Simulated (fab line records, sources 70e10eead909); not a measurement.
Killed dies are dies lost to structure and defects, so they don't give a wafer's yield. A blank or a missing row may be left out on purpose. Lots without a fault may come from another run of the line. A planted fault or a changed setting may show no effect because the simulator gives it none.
Chamber matching | flow nand_harc | NHARC_A_M0_PRE_CLEAN_31 on pecvd-04: 3 sister chambers
The step time 12 s. 3 wafers are shown with their chamber, then 7 later ones without.

WAFERS WITH THEIR CHAMBER
wafer  | chamber | heater_power_w (W)
L093.1 | 0       | 724
L094.1 | 1       | 607
L094.3 | 2       | 616

WAFERS WITHOUT THEIR CHAMBER
wafer  | heater_power_w (W)
L094.4 | 608
L095.1 | 642
L095.2 | 604
L095.3 | 751
L097.1 | 592
L097.5 | 734
L097.6 | 592

WHICH CHAMBER EACH WENT THROUGH
wafer  | from the rows above     | in truth
L094.4 | can't be placed: 1 or 2 | 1
L095.1 | can't be placed: 2 or 1 | 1
L095.2 | can't be placed: 1 or 2 | 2
L095.3 | 0                       | 0
L097.1 | can't be placed: 1 or 2 | 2
L097.5 | 0                       | 0
L097.6 | can't be placed: 1 or 2 | 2
Placed correctly: 2 of 7. Can't be placed from these rows: 5 (the true chamber is among the candidates in 5). Placed wrongly: 0.
How it was worked out, from the rows above alone: a wafer's distance from a chamber is the root of the sum, over the readings, of the square of ((its reading less the chamber's mean) divided by the reading's scatter). The wafer belongs to the nearest chamber; if the next one is less than 2 further off, it can't be placed. A chamber's mean is the mean of its shown wafers. The scatter: with one shown wafer a chamber, the root of the mean of the squares of how far each hidden wafer lies from its nearest shown one.
